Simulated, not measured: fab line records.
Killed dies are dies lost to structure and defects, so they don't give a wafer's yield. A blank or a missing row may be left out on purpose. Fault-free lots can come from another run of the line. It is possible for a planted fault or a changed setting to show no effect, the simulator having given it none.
fab line records || flow nand-harc
record {"lots": 5, "wafers": 14, "last-day": 24}
route steps=1159 shown A_WL_FILL@822
lots with no fault: from the same line, run without faults
start-h: hours from the record's opening day to when the first of the lot's shown wafers began || wait-h: how many hours have passed since the lot's step before this one || " as in the row above || L1.1+2: a single row standing in for several wafers || - either no value or no given start || * or withheld: withheld || < > ~ a bound
route shown NAME@n: names a module that has steps shown in the file, with the first one's number in the route || usual: mean/standard deviation of fault-free wafers || same: alike in all rows || chamber/n: place in a boat || sites: each site's reading || _std_site: standard deviation across them || _edge_site: the outer-site mean with the inner-site mean subtracted || radius-mm: for every site, how far away it sits from the centre of the wafer || mask NAME#n: copy n || behind: tool/chamber where the wafer was last shaped || hold: what put the lot on hold/how long, in hours/how the hold closed || device: whichever transistor did not switch (one of n, p or np) || end of line: the same wafers' tests at the end of the route || a step without rows: its recipe alone || killed: dies lost to structure and defects at the first sort, not the wafer's yield || map: a wafer's dies, marking killed ones x, the rest . and places with no die _
set.NAME: the setting the step ran with; set.NAME@STEP: the setting that earlier step ran with || model.NAME: the simulator's own value behind a step, which no gauge read
lots seen at some steps along the route; tables by step, rows by wafer
services: when a tool's chamber went out of use (start-h, in hours from the record's first day, below 0 if earlier), for how many hours, and the reason
## steps
# step NHARC_A_WL_FILL_ALD_10
# recipe {"target-thk-a": 500, "pulse-time-s": 10, "ald-cycles": 500, "temp-c": 300, "material": "SiO2"}
# usual {"heater-power-w": "477/52", "precursor-pulse-height-rel": "0.999/0.021"}
{"lot.wafer": "L160.1", "tool": "ald-hk-01", "chamber": 3, "start-h": 355.53, "wait-h": 1.1, "heater-power-w": 496, "precursor-pulse-height-rel": 0.954}
{"lot.wafer": "L160.2", "tool": "ald-hk-01", "chamber": 0, "start-h": 355.53, "wait-h": 1.1, "heater-power-w": 493, "precursor-pulse-height-rel": 0.965}
{"lot.wafer": "L160.5", "tool": "ald-hk-01", "chamber": 2, "start-h": 357.07, "wait-h": 2.6, "heater-power-w": 469, "precursor-pulse-height-rel": 0.995}
{"lot.wafer": "L161.1", "tool": "ald-hk-04", "chamber": 3, "start-h": 373.09, "wait-h": 1.6, "heater-power-w": 508, "precursor-pulse-height-rel": 0.993}
{"lot.wafer": "L161.6", "tool": "ald-hk-04", "chamber": 1, "start-h": 374.11, "wait-h": 2.6, "heater-power-w": 602, "precursor-pulse-height-rel": 1.010}
{"lot.wafer": "L169.4", "tool": "ald-hk-01", "chamber": 3, "start-h": 432.74, "wait-h": 3.7, "heater-power-w": 518, "precursor-pulse-height-rel": 0.973}
{"lot.wafer": "L169.2", "tool": "ald-hk-01", "chamber": 2, "start-h": 434.28, "wait-h": 5.3, "heater-power-w": 458, "precursor-pulse-height-rel": 0.998}
{"lot.wafer": "L169.5", "tool": "ald-hk-01", "chamber": 0, "start-h": 435.30, "wait-h": 6.3, "heater-power-w": 463, "precursor-pulse-height-rel": 1.025}
{"lot.wafer": "L178.2", "tool": "ald-hk-04", "chamber": 2, "start-h": 469.07, "wait-h": 1.4, "heater-power-w": 467, "precursor-pulse-height-rel": 1.032}
{"lot.wafer": "L178.6", "tool": "ald-hk-04", "chamber": 1, "start-h": 470.63, "wait-h": 3.0, "heater-power-w": 599, "precursor-pulse-height-rel": 1.033}
{"lot.wafer": "L178.5", "tool": "ald-hk-04", "chamber": 2, "start-h": 470.63, "wait-h": 3.0, "heater-power-w": 466, "precursor-pulse-height-rel": 0.995}
{"lot.wafer": "L180.1", "tool": "ald-hk-01", "chamber": 3, "start-h": 477.63, "wait-h": 1.1, "heater-power-w": 526, "precursor-pulse-height-rel": 1.005}
{"lot.wafer": "L180.3", "tool": "ald-hk-01", "chamber": 0, "start-h": 477.63, "wait-h": 1.1, "heater-power-w": 478, "precursor-pulse-height-rel": 0.986}
{"lot.wafer": "L180.6", "tool": "ald-hk-01", "chamber": 1, "start-h": 477.63, "wait-h": 1.1, "heater-power-w": 403, "precursor-pulse-height-rel": 0.983}
# step NHARC_A_WL_FILL_ETCHBACK_16
# recipe {"target-depth-a": 880, "time-s": 17.6, "c4f8-flow-sccm": "withheld", "o2-flow-sccm": 8, "ar-flow-sccm": "withheld", "rf-w": 600, "bias-w": 800, "chemistry": "C4F8/O2/Ar"}
# step NHARC_A_WL_FILL_STRIP_29
# recipe {"time-s": 20, "o2-flow-sccm": 500, "ar-flow-sccm": 0, "bias-w": 0, "chemistry": "O2"}
# usual {"drypump-motor-current-A": "5.6/0.39", "mfc-ar-sccm": "0.017/0.014", "oes-product-au": "1.008/0.015", "rf-vpp-V": "57.8/0.82", "showerhead-plenum-p-Torr": "3.57/0.14", "throttle-valve-pct": "17.037/0.009"}
{"lot.wafer": "L160.1", "tool": "rie-diel-11", "chamber": 1, "start-h": 359.23, "wait-h": 0.1, "drypump-motor-current-A": 5.4, "mfc-ar-sccm": 0.024, "oes-product-au": 1.002, "rf-hours-counter-h": 9.7, "rf-vpp-V": 57.8, "showerhead-plenum-p-Torr": 3.36, "throttle-valve-pct": 17.049}
{"lot.wafer": "L160.2", "tool": "rie-diel-11", "chamber": 3, "start-h": 359.23, "wait-h": 0.1, "drypump-motor-current-A": 5.8, "mfc-ar-sccm": 0.019, "oes-product-au": 1.017, "rf-hours-counter-h": 9.7, "rf-vpp-V": 56.5, "showerhead-plenum-p-Torr": 3.49, "throttle-valve-pct": 17.042}
{"lot.wafer": "L160.5", "tool": "rie-diel-11", "chamber": 1, "start-h": 359.23, "wait-h": 0.1, "drypump-motor-current-A": 5.5, "mfc-ar-sccm": 0.024, "oes-product-au": 1.009, "rf-hours-counter-h": "-", "rf-vpp-V": 57.5, "showerhead-plenum-p-Torr": 3.36, "throttle-valve-pct": 17.045}
{"lot.wafer": "L161.1", "tool": "rie-diel-12", "chamber": 2, "start-h": 376.27, "wait-h": 0.1, "drypump-motor-current-A": 5.7, "mfc-ar-sccm": 0.032, "oes-product-au": 0.997, "rf-hours-counter-h": 4.1, "rf-vpp-V": 57.3, "showerhead-plenum-p-Torr": 3.37, "throttle-valve-pct": 17.034}
{"lot.wafer": "L161.6", "tool": "rie-diel-12", "chamber": 3, "start-h": 376.27, "wait-h": 0.1, "drypump-motor-current-A": 5.6, "mfc-ar-sccm": 0, "oes-product-au": 1.029, "rf-hours-counter-h": "-", "rf-vpp-V": 57.8, "showerhead-plenum-p-Torr": 3.67, "throttle-valve-pct": 17.039}
{"lot.wafer": "L169.4", "tool": "rie-diel-06", "chamber": 2, "start-h": 437.46, "wait-h": 0.1, "drypump-motor-current-A": 5.4, "mfc-ar-sccm": 0.013, "oes-product-au": 1.019, "rf-hours-counter-h": 0.1, "rf-vpp-V": 58.4, "showerhead-plenum-p-Torr": 3.78, "throttle-valve-pct": 17.048}
{"lot.wafer": "L169.2", "tool": "rie-diel-06", "chamber": 0, "start-h": 437.46, "wait-h": 0.1, "drypump-motor-current-A": 5.0, "mfc-ar-sccm": 0.019, "oes-product-au": 0.997, "rf-hours-counter-h": 0.2, "rf-vpp-V": 58.7, "showerhead-plenum-p-Torr": 3.57, "throttle-valve-pct": 17.039}
{"lot.wafer": "L169.5", "tool": "rie-diel-06", "chamber": 1, "start-h": 437.46, "wait-h": 0.1, "drypump-motor-current-A": 5.4, "mfc-ar-sccm": 0, "oes-product-au": 1.013, "rf-hours-counter-h": "-", "rf-vpp-V": 59.0, "showerhead-plenum-p-Torr": 3.62, "throttle-valve-pct": 17.034}
{"lot.wafer": "L178.2", "tool": "rie-diel-12", "chamber": 3, "start-h": 473.32, "wait-h": 0.1, "drypump-motor-current-A": 5.6, "mfc-ar-sccm": 0, "oes-product-au": 1.019, "rf-hours-counter-h": 1.7, "rf-vpp-V": 56.9, "showerhead-plenum-p-Torr": 3.67, "throttle-valve-pct": 17.039}
{"lot.wafer": "L178.5", "tool": "rie-diel-12", "chamber": 0, "start-h": 473.32, "wait-h": 0.1, "drypump-motor-current-A": 5.0, "mfc-ar-sccm": 0, "oes-product-au": 1.014, "rf-hours-counter-h": "-", "rf-vpp-V": 56.6, "showerhead-plenum-p-Torr": 3.56, "throttle-valve-pct": 17.055}
{"lot.wafer": "L178.6", "tool": "rie-diel-12", "chamber": 1, "start-h": 473.32, "wait-h": 0.1, "drypump-motor-current-A": 6.1, "mfc-ar-sccm": 0.038, "oes-product-au": 1.018, "rf-hours-counter-h": "-", "rf-vpp-V": 58.5, "showerhead-plenum-p-Torr": 3.78, "throttle-valve-pct": 17.030}
{"lot.wafer": "L180.3", "tool": "rie-diel-12", "chamber": 2, "start-h": 481.36, "wait-h": 0.1, "drypump-motor-current-A": 5.7, "mfc-ar-sccm": 0.032, "oes-product-au": 0.988, "rf-hours-counter-h": 1.6, "rf-vpp-V": 57.6, "showerhead-plenum-p-Torr": 3.37, "throttle-valve-pct": 17.030}
{"lot.wafer": "L180.1", "tool": "rie-diel-12", "chamber": 3, "start-h": 481.36, "wait-h": 0.1, "drypump-motor-current-A": 5.6, "mfc-ar-sccm": 0, "oes-product-au": 1.019, "rf-hours-counter-h": 1.8, "rf-vpp-V": 57.7, "showerhead-plenum-p-Torr": 3.67, "throttle-valve-pct": 17.035}
{"lot.wafer": "L180.6", "tool": "rie-diel-12", "chamber": 1, "start-h": 481.36, "wait-h": 0.1, "drypump-motor-current-A": 6.1, "mfc-ar-sccm": 0.038, "oes-product-au": 1.012, "rf-hours-counter-h": "-", "rf-vpp-V": 56.5, "showerhead-plenum-p-Torr": 3.78, "throttle-valve-pct": 17.049}
# step NHARC_A_WL_FILL_ETCHBACK_17
# recipe {"target-depth-a": 40, "time-s": 26.7, "chemistry": "Cl2/BCl3"}
# usual {"drypump-motor-current-A": "5.99/0.28", "oes-product-au": "0.998/0.011"}
{"lot.wafer": "L160.2", "tool": "rie-metal-03", "chamber": 1, "start-h": 359.31, "wait-h": "-", "drypump-motor-current-A": 6.20, "oes-product-au": 1.010, "rf-hours-counter-h": 1.2}
{"lot.wafer": "L160.1", "tool": "rie-metal-03", "chamber": 0, "start-h": 359.31, "wait-h": "-", "drypump-motor-current-A": 5.92, "oes-product-au": 1.008, "rf-hours-counter-h": 1.7}
{"lot.wafer": "L160.5", "tool": "rie-metal-03", "chamber": 0, "start-h": 359.31, "wait-h": "-", "drypump-motor-current-A": 5.93, "oes-product-au": 1.007, "rf-hours-counter-h": "-"}
{"lot.wafer": "L161.1", "tool": "rie-metal-03", "chamber": 1, "start-h": 376.35, "wait-h": "-", "drypump-motor-current-A": 6.14, "oes-product-au": 1.012, "rf-hours-counter-h": 1.7}
{"lot.wafer": "L161.6", "tool": "rie-metal-03", "chamber": 0, "start-h": 376.35, "wait-h": "-", "drypump-motor-current-A": 5.90, "oes-product-au": 1.007, "rf-hours-counter-h": "-"}
{"lot.wafer": "L169.2", "tool": "rie-metal-03", "chamber": 0, "start-h": 437.57, "wait-h": "-", "drypump-motor-current-A": 5.92, "oes-product-au": 0.998, "rf-hours-counter-h": 4.6}
{"lot.wafer": "L169.4", "tool": "rie-metal-03", "chamber": 0, "start-h": 437.57, "wait-h": "-", "drypump-motor-current-A": 5.91, "oes-product-au": 1.001, "rf-hours-counter-h": "-"}
{"lot.wafer": "L169.5", "tool": "rie-metal-03", "chamber": 1, "start-h": 437.57, "wait-h": "-", "drypump-motor-current-A": 6.14, "oes-product-au": 1.002, "rf-hours-counter-h": "-"}
{"lot.wafer": "L178.2", "tool": "rie-metal-02", "chamber": 0, "start-h": 473.41, "wait-h": "-", "drypump-motor-current-A": 5.66, "oes-product-au": 0.986, "rf-hours-counter-h": 2.5}
{"lot.wafer": "L178.6", "tool": "rie-metal-02", "chamber": 1, "start-h": 473.41, "wait-h": "-", "drypump-motor-current-A": 5.73, "oes-product-au": 1.008, "rf-hours-counter-h": "-"}
{"lot.wafer": "L178.5", "tool": "rie-metal-02", "chamber": 0, "start-h": 473.41, "wait-h": "-", "drypump-motor-current-A": 5.64, "oes-product-au": 0.989, "rf-hours-counter-h": "-"}
{"lot.wafer": "L180.1", "tool": "rie-metal-03", "chamber": 0, "start-h": 481.44, "wait-h": "-", "drypump-motor-current-A": 5.94, "oes-product-au": 1.011, "rf-hours-counter-h": 0.7}
{"lot.wafer": "L180.3", "tool": "rie-metal-03", "chamber": 1, "start-h": 481.44, "wait-h": "-", "drypump-motor-current-A": 6.17, "oes-product-au": 1.010, "rf-hours-counter-h": "-"}
{"lot.wafer": "L180.6", "tool": "rie-metal-03", "chamber": 0, "start-h": 481.44, "wait-h": "-", "drypump-motor-current-A": 5.92, "oes-product-au": 1.003, "rf-hours-counter-h": "-"}
# step NHARC_A_WL_FILL_PRECLEAN_18
# recipe {"time-s": 30, "chemistry": "dHF"}
# step NHARC_A_WL_FILL_SRD_21
# step NHARC_A_WL_FILL_CVD_23
# recipe {"target-thk-a": 400, "temp-c": 620, "pressure-mtorr": 200, "time-s": 800, "material": "poly-Si"}
# step NHARC_A_WL_FILL_ETCHBACK_26
# recipe {"target-depth-a": 520, "time-s": 13.3, "hbr-flow-sccm": 150, "rf-w": 350, "icp-w": 350, "bias-w": 60, "chemistry": "HBr"}
# usual {"drypump-motor-current-A": "5.8/0.4", "oes-product-au": "0.999/0.014", "throttle-valve-pct": "23.265/0.0091"}
{"lot.wafer": "L160.1", "tool": "rie-si-01", "chamber": 2, "start-h": 364.72, "wait-h": 0.4, "drypump-motor-current-A": 5.9, "oes-product-au": 0.992, "rf-hours-counter-h": 0.5, "throttle-valve-pct": 23.274}
{"lot.wafer": "L160.2", "tool": "rie-si-01", "chamber": 0, "start-h": 364.72, "wait-h": 0.4, "drypump-motor-current-A": 5.2, "oes-product-au": 1.010, "rf-hours-counter-h": 0.5, "throttle-valve-pct": 23.273}
{"lot.wafer": "L160.5", "tool": "rie-si-01", "chamber": 2, "start-h": 364.72, "wait-h": 0.4, "drypump-motor-current-A": 5.8, "oes-product-au": 0.977, "rf-hours-counter-h": "-", "throttle-valve-pct": 23.268}
{"lot.wafer": "L161.1", "tool": "rie-si-02", "chamber": 3, "start-h": 381.60, "wait-h": 0.4, "drypump-motor-current-A": 5.9, "oes-product-au": 0.981, "rf-hours-counter-h": 1.4, "throttle-valve-pct": 23.277}
{"lot.wafer": "L161.6", "tool": "rie-si-02", "chamber": 1, "start-h": 381.60, "wait-h": 0.4, "drypump-motor-current-A": 5.9, "oes-product-au": 0.978, "rf-hours-counter-h": "-", "throttle-valve-pct": 23.262}
{"lot.wafer": "L169.4", "tool": "rie-si-02", "chamber": 0, "start-h": 442.72, "wait-h": 0.4, "drypump-motor-current-A": 6.2, "oes-product-au": 1.009, "rf-hours-counter-h": 0.4, "throttle-valve-pct": 23.266}
{"lot.wafer": "L169.2", "tool": "rie-si-02", "chamber": 1, "start-h": 442.72, "wait-h": 0.4, "drypump-motor-current-A": 5.9, "oes-product-au": 0.994, "rf-hours-counter-h": 0.4, "throttle-valve-pct": 23.255}
{"lot.wafer": "L169.5", "tool": "rie-si-02", "chamber": 0, "start-h": 442.72, "wait-h": 0.4, "drypump-motor-current-A": 6.1, "oes-product-au": 1.005, "rf-hours-counter-h": "-", "throttle-valve-pct": 23.278}
{"lot.wafer": "L178.2", "tool": "rie-si-05", "chamber": 1, "start-h": 478.36, "wait-h": 0.4, "drypump-motor-current-A": 5.5, "oes-product-au": 0.999, "rf-hours-counter-h": 0.5, "throttle-valve-pct": 23.251}
{"lot.wafer": "L178.6", "tool": "rie-si-05", "chamber": 3, "start-h": 478.36, "wait-h": 0.4, "drypump-motor-current-A": 6.2, "oes-product-au": 0.967, "rf-hours-counter-h": "-", "throttle-valve-pct": 23.260}
{"lot.wafer": "L178.5", "tool": "rie-si-05", "chamber": 0, "start-h": 478.36, "wait-h": 0.4, "drypump-motor-current-A": 5.6, "oes-product-au": 1.003, "rf-hours-counter-h": "-", "throttle-valve-pct": 23.275}
{"lot.wafer": "L180.1", "tool": "rie-si-02", "chamber": 3, "start-h": 486.70, "wait-h": 0.4, "drypump-motor-current-A": 5.9, "oes-product-au": 1.010, "rf-hours-counter-h": 0.7, "throttle-valve-pct": 23.260}
{"lot.wafer": "L180.3", "tool": "rie-si-02", "chamber": 0, "start-h": 486.70, "wait-h": 0.4, "drypump-motor-current-A": 6.1, "oes-product-au": 0.996, "rf-hours-counter-h": 0.8, "throttle-valve-pct": 23.256}
{"lot.wafer": "L180.6", "tool": "rie-si-02", "chamber": 1, "start-h": 486.70, "wait-h": 0.4, "drypump-motor-current-A": 5.9, "oes-product-au": 0.977, "rf-hours-counter-h": "-", "throttle-valve-pct": 23.276}
# step NHARC_A_WL_FILL_PRECLEAN_30
# recipe {"time-s": 10, "chemistry": "dHF"}
# step NHARC_A_WL_FILL_SRD_14
# step NHARC_A_WL_FILL_ALD_19
# recipe {"target-thk-a": 20, "pulse-time-s": 3, "ald-cycles": 100, "temp-c": 450, "material": "TiN"}
# usual {"heater-power-w": "1097/90", "precursor-pulse-height-rel": "1.002/0.02"}
{"lot.wafer": "L160.1", "tool": "ald-metal-03", "chamber": 2, "start-h": 365.03, "wait-h": 0.1, "heater-power-w": 1113, "precursor-pulse-height-rel": 1.021}
{"lot.wafer": "L160.2", "tool": "ald-metal-03", "chamber": 3, "start-h": 365.03, "wait-h": 0.1, "heater-power-w": 1058, "precursor-pulse-height-rel": 1.009}
{"lot.wafer": "L160.5", "tool": "ald-metal-03", "chamber": 2, "start-h": 365.03, "wait-h": 0.1, "heater-power-w": 1067, "precursor-pulse-height-rel": 0.980}
{"lot.wafer": "L161.1", "tool": "ald-metal-03", "chamber": 1, "start-h": 381.88, "wait-h": 0.2, "heater-power-w": 1105, "precursor-pulse-height-rel": 1.012}
{"lot.wafer": "L161.6", "tool": "ald-metal-03", "chamber": 3, "start-h": 381.88, "wait-h": 0.2, "heater-power-w": 1069, "precursor-pulse-height-rel": 1.006}
{"lot.wafer": "L169.2", "tool": "ald-metal-04", "chamber": 0, "start-h": 442.99, "wait-h": 0.1, "heater-power-w": 1097, "precursor-pulse-height-rel": 1.029}
{"lot.wafer": "L169.4", "tool": "ald-metal-04", "chamber": 1, "start-h": 442.99, "wait-h": 0.1, "heater-power-w": 1113, "precursor-pulse-height-rel": 0.974}
{"lot.wafer": "L169.5", "tool": "ald-metal-04", "chamber": 1, "start-h": 442.99, "wait-h": 0.1, "heater-power-w": 1103, "precursor-pulse-height-rel": 1.008}
{"lot.wafer": "L178.2", "tool": "ald-metal-04", "chamber": 2, "start-h": 478.63, "wait-h": 0.1, "heater-power-w": 1135, "precursor-pulse-height-rel": 0.982}
{"lot.wafer": "L178.5", "tool": "ald-metal-04", "chamber": 2, "start-h": 478.63, "wait-h": 0.1, "heater-power-w": 1143, "precursor-pulse-height-rel": 1.017}
{"lot.wafer": "L178.6", "tool": "ald-metal-04", "chamber": 3, "start-h": 478.63, "wait-h": 0.1, "heater-power-w": 1059, "precursor-pulse-height-rel": 0.996}
{"lot.wafer": "L180.3", "tool": "ald-metal-02", "chamber": 0, "start-h": 486.99, "wait-h": 0.1, "heater-power-w": 963, "precursor-pulse-height-rel": 1.041}
{"lot.wafer": "L180.1", "tool": "ald-metal-02", "chamber": 2, "start-h": 486.99, "wait-h": 0.1, "heater-power-w": 1142, "precursor-pulse-height-rel": 0.987}
{"lot.wafer": "L180.6", "tool": "ald-metal-02", "chamber": 3, "start-h": 486.99, "wait-h": 0.1, "heater-power-w": 1288, "precursor-pulse-height-rel": 1.013}
# step NHARC_A_WL_FILL_CVD_20
# recipe {"target-thk-a": 750, "temp-c": 300, "pressure-torr": 40, "wf6-flow-sccm": 40, "h2-flow-sccm": 1600, "ar-flow-sccm": 1560, "time-s": 5064, "material": "W"}
# usual {"heater-power-w": "500/36", "mfc-ar-sccm": "1559/4.3", "mfc-h2-sccm": "1601/5.2", "throttle-valve-pct": "7.87/0.2"}
{"lot.wafer": "L160.1", "tool": "cvd-w-01", "chamber": 0, "start-h": 367.68, "wait-h": "-", "heater-power-w": 535, "mfc-ar-sccm": 1555, "mfc-h2-sccm": 1597, "throttle-valve-pct": 7.64}
{"lot.wafer": "L160.2", "tool": "cvd-w-01", "chamber": 0, "start-h": 369.11, "wait-h": "-", "heater-power-w": 550, "mfc-ar-sccm": 1554, "mfc-h2-sccm": 1601, "throttle-valve-pct": 7.62}
{"lot.wafer": "L160.5", "tool": "cvd-w-01", "chamber": 0, "start-h": 373.40, "wait-h": "-", "heater-power-w": 544, "mfc-ar-sccm": 1557, "mfc-h2-sccm": 1596, "throttle-valve-pct": 7.63}
{"lot.wafer": "L161.1", "tool": "cvd-w-02", "chamber": 1, "start-h": 394.02, "wait-h": "-", "heater-power-w": 467, "mfc-ar-sccm": 1558, "mfc-h2-sccm": 1604, "throttle-valve-pct": 7.80}
{"lot.wafer": "L161.6", "tool": "cvd-w-02", "chamber": 1, "start-h": 396.85, "wait-h": "-", "heater-power-w": 468, "mfc-ar-sccm": 1556, "mfc-h2-sccm": 1600, "throttle-valve-pct": 7.99}
{"lot.wafer": "L169.2", "tool": "cvd-w-01", "chamber": 0, "start-h": 444.65, "wait-h": "-", "heater-power-w": 546, "mfc-ar-sccm": 1565, "mfc-h2-sccm": 1600, "throttle-valve-pct": 7.81}
{"lot.wafer": "L169.4", "tool": "cvd-w-01", "chamber": 1, "start-h": 444.65, "wait-h": "-", "heater-power-w": 447, "mfc-ar-sccm": 1557, "mfc-h2-sccm": 1600, "throttle-valve-pct": 7.88}
{"lot.wafer": "L169.5", "tool": "cvd-w-01", "chamber": 0, "start-h": 447.51, "wait-h": "-", "heater-power-w": 541, "mfc-ar-sccm": 1559, "mfc-h2-sccm": 1598, "throttle-valve-pct": 7.51}
{"lot.wafer": "L178.2", "tool": "cvd-w-02", "chamber": 1, "start-h": 489.26, "wait-h": "-", "heater-power-w": 470, "mfc-ar-sccm": 1566, "mfc-h2-sccm": 1598, "throttle-valve-pct": 8.00}
{"lot.wafer": "L178.6", "tool": "cvd-w-02", "chamber": 0, "start-h": 491.40, "wait-h": "-", "heater-power-w": 518, "mfc-ar-sccm": 1553, "mfc-h2-sccm": 1603, "throttle-valve-pct": 7.69}
{"lot.wafer": "L178.5", "tool": "cvd-w-02", "chamber": 1, "start-h": 491.40, "wait-h": "-", "heater-power-w": 484, "mfc-ar-sccm": 1561, "mfc-h2-sccm": 1605, "throttle-valve-pct": 8.07}
{"lot.wafer": "L180.1", "tool": "cvd-w-02", "chamber": 1, "start-h": 494.71, "wait-h": "-", "heater-power-w": 481, "mfc-ar-sccm": 1561, "mfc-h2-sccm": 1594, "throttle-valve-pct": 8.19}
{"lot.wafer": "L180.3", "tool": "cvd-w-02", "chamber": 0, "start-h": 494.71, "wait-h": "-", "heater-power-w": 520, "mfc-ar-sccm": 1554, "mfc-h2-sccm": 1595, "throttle-valve-pct": 7.87}
{"lot.wafer": "L180.6", "tool": "cvd-w-02", "chamber": 0, "start-h": 496.83, "wait-h": "-", "heater-power-w": 525, "mfc-ar-sccm": 1554, "mfc-h2-sccm": 1607, "throttle-valve-pct": 7.91}
# step NHARC_A_WL_FILL_CMP_12
# recipe {"t-overpolish-s": 30, "target-thk-nm": 75}
# usual {"motor-current-A": "12.0/1.5", "overpolish-run-s": "30.000/0.0096", "time-to-endpoint-s": "15.0/2.7"}
{"lot.wafer": "L160.1", "tool": "cmp-02", "chamber": 0, "start-h": 377.00, "wait-h": 7.9, "motor-current-A": 13.2, "overpolish-run-s": 29.992, "time-to-endpoint-s": 11.4}
{"lot.wafer": "L160.2", "tool": "cmp-02", "chamber": 1, "start-h": 377.00, "wait-h": 7.9, "motor-current-A": 13.3, "overpolish-run-s": 30.009, "time-to-endpoint-s": 12.7}
{"lot.wafer": "L160.5", "tool": "cmp-02", "chamber": 0, "start-h": 377.00, "wait-h": 7.9, "motor-current-A": 13.7, "overpolish-run-s": 30.002, "time-to-endpoint-s": 15.1}
{"lot.wafer": "L161.1", "tool": "cmp-02", "chamber": 1, "start-h": 399.00, "wait-h": 4.3, "motor-current-A": 12.9, "overpolish-run-s": 29.995, "time-to-endpoint-s": 15.6}
{"lot.wafer": "L161.6", "tool": "cmp-02", "chamber": 2, "start-h": 399.00, "wait-h": 4.3, "motor-current-A": 11.3, "overpolish-run-s": 30.006, "time-to-endpoint-s": 1.6}
{"lot.wafer": "L169.2", "tool": "cmp-01", "chamber": 1, "start-h": 448.97, "wait-h": 3.6, "motor-current-A": 9.9, "overpolish-run-s": 29.990, "time-to-endpoint-s": 18.9}
{"lot.wafer": "L169.4", "tool": "cmp-01", "chamber": 2, "start-h": 448.97, "wait-h": 3.6, "motor-current-A": 11.0, "overpolish-run-s": 29.993, "time-to-endpoint-s": 13.2}
{"lot.wafer": "L169.5", "tool": "cmp-01", "chamber": 1, "start-h": 448.97, "wait-h": 3.6, "motor-current-A": 10.2, "overpolish-run-s": 30.016, "time-to-endpoint-s": 17.4}
{"lot.wafer": "L178.2", "tool": "cmp-01", "chamber": 1, "start-h": 493.61, "wait-h": 3.6, "motor-current-A": 9.9, "overpolish-run-s": 29.995, "time-to-endpoint-s": 17.1}
{"lot.wafer": "L178.5", "tool": "cmp-01", "chamber": 3, "start-h": 493.61, "wait-h": 3.6, "motor-current-A": 13.4, "overpolish-run-s": 30.002, "time-to-endpoint-s": 17.2}
{"lot.wafer": "L178.6", "tool": "cmp-01", "chamber": 0, "start-h": 493.61, "wait-h": 3.6, "motor-current-A": 11.5, "overpolish-run-s": 29.995, "time-to-endpoint-s": 16.9}
{"lot.wafer": "L180.3", "tool": "cmp-01", "chamber": 1, "start-h": 499.03, "wait-h": 2.9, "motor-current-A": 10.1, "overpolish-run-s": 29.996, "time-to-endpoint-s": 17.6}
{"lot.wafer": "L180.1", "tool": "cmp-01", "chamber": 2, "start-h": 499.03, "wait-h": 2.9, "motor-current-A": 10.2, "overpolish-run-s": 29.998, "time-to-endpoint-s": 11.7}
{"lot.wafer": "L180.6", "tool": "cmp-01", "chamber": 0, "start-h": 499.03, "wait-h": 2.9, "motor-current-A": 11.6, "overpolish-run-s": 30.007, "time-to-endpoint-s": 12.8}
## services
{"tool": "cmp-01", "chamber": "-", "start-h": 337.01, "hours": 5.5, "kind": "repair"}
{"tool": "rie-diel-12", "chamber": 2, "start-h": 344.64, "hours": 4.8, "kind": "repair"}
{"tool": "rie-metal-03", "chamber": 1, "start-h": 363.26, "hours": 5.5, "kind": "repair"}
{"tool": "cmp-01", "chamber": "-", "start-h": 375.55, "hours": 4.0, "kind": "pm"}
{"tool": "rie-diel-12", "chamber": "-", "start-h": 379.40, "hours": 9.0, "kind": "pm"}
{"tool": "cvd-w-02", "chamber": "-", "start-h": 381.02, "hours": 13.0, "kind": "pm"}
{"tool": "cmp-01", "chamber": "-", "start-h": 381.48, "hours": 2.6, "kind": "repair"}
{"tool": "rie-si-02", "chamber": "-", "start-h": 388.00, "hours": 9.0, "kind": "pm"}
{"tool": "ald-hk-04", "chamber": "-", "start-h": 393.82, "hours": 10.0, "kind": "pm"}
{"tool": "ald-metal-04", "chamber": "-", "start-h": 406.00, "hours": 10.0, "kind": "pm"}
{"tool": "ald-hk-01", "chamber": "-", "start-h": 407.01, "hours": 10.0, "kind": "pm"}
{"tool": "ald-metal-03", "chamber": 0, "start-h": 410.25, "hours": 14.4, "kind": "repair"}
{"tool": "ald-metal-03", "chamber": "-", "start-h": 417.13, "hours": 1.3, "kind": "repair"}
{"tool": "cmp-02", "chamber": "-", "start-h": 422.60, "hours": 4.0, "kind": "pm"}
{"tool": "cmp-01", "chamber": "-", "start-h": 425.09, "hours": 2.2, "kind": "repair"}
{"tool": "rie-diel-12", "chamber": "-", "start-h": 428.78, "hours": 2.9, "kind": "repair"}
{"tool": "ald-metal-03", "chamber": "-", "start-h": 444.64, "hours": 12.5, "kind": "repair"}
{"tool": "cmp-02", "chamber": "-", "start-h": 446.13, "hours": 1.7, "kind": "repair"}
{"tool": "rie-metal-03", "chamber": "-", "start-h": 453.11, "hours": 9.0, "kind": "pm"}
{"tool": "cmp-01", "chamber": "-", "start-h": 454.98, "hours": 1.2, "kind": "repair"}
{"tool": "cmp-01", "chamber": "-", "start-h": 473.55, "hours": 4.0, "kind": "pm"}
{"tool": "cvd-w-01", "chamber": "-", "start-h": 479.65, "hours": 13.0, "kind": "pm"}
{"tool": "rie-si-02", "chamber": 2, "start-h": 480.19, "hours": 9.6, "kind": "repair"}
{"tool": "cmp-02", "chamber": "-", "start-h": 480.82, "hours": 2.7, "kind": "repair"}
## key
first-sign {"step": "NHARC_A_WL_FILL_CMP_12", "reading": "time-to-endpoint-s", "direction": "down", "sigmas": 5, "usual": "*", "struck": "*"}
effect none on later readings
met-at NHARC_A_WL_FILL_CVD_20
struck-wafers L161.6
tester-left-out L161
fault {"kind": "process-parameter-drift", "tool": "cvd-w-02", "chamber": "-", "onset-h": 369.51, "steps": "NHARC_A_WL_FILL_CVD_20", "channel": "target-thk-a", "offset": "*", "shape": "step", "end-h": 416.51, "scope": "struck-wafers-only", "acts-in": "*", "stated": "*"}
# tester-left-out: of these lots the tester's yield and bins aren't shown, on N5 and GAA mostly nor the transistor test; their killed dies are dies lost to structure and defects alone, not to doping, threshold or leakage, so they don't give the yield
